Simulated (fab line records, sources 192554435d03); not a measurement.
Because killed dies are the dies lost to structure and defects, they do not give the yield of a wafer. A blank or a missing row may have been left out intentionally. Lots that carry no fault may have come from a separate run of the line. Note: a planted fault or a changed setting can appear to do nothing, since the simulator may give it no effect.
Chamber matching	flow n5_finfet	uv_cure-03 running N5_BEOL_M9_CURE_72: 3 sister chambers
The step cures SiCOH lowk, time 120 s. 6 wafers are shown with their chamber, then 6 later ones without.

EACH WAFER AND ITS CHAMBER
wafer	chamber	wafer_temp_C_max	lamp_power_pct (%)
L078.3	2	373.4	52.29
L078.6	2	372.0	52.35
L090.2	1	372.3	52.29
L090.5	1	371.7	52.27
L093.4	0	371.7	52.25
L093.5	0	372.0	52.31

WAFERS WHOSE CHAMBER IS MISSING
wafer	wafer_temp_C_max	lamp_power_pct (%)
L094.1	371.9	52.30
L094.4	371.6	52.37
L094.6	372.0	52.32
L096.1	371.6	52.34
L096.3	372.9	52.31
L096.4	372.4	52.26

CHAMBER TAKEN BY EACH
wafer	from the rows above	in truth
L094.1	can't be placed: 0 or 1 or 2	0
L094.4	can't be placed: 2 or 0 or 1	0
L094.6	can't be placed: 2 or 1 or 0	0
L096.1	can't be placed: 0 or 1 or 2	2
L096.3	can't be placed: 2 or 1 or 0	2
L096.4	can't be placed: 1 or 0 or 2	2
0 of 6 placed correctly. Can't be placed from these rows: 6 (the true chamber is among the candidates in 6). Wrongly placed: 0.
How it was worked out, from the rows above alone: a wafer's distance from a chamber is the root of the sum, over the readings, of the square of ((its reading less the chamber's mean) divided by the reading's scatter). If the next closest chamber is less than 2 further off than the closest, the wafer can't be placed; otherwise it belongs to the closest. For every chamber, the mean is computed from those of its wafers that are shown. The scatter is the square root of a quotient: the sum, over the shown wafers, of each reading's squared deviation from its chamber's mean, divided by wafers minus chambers.
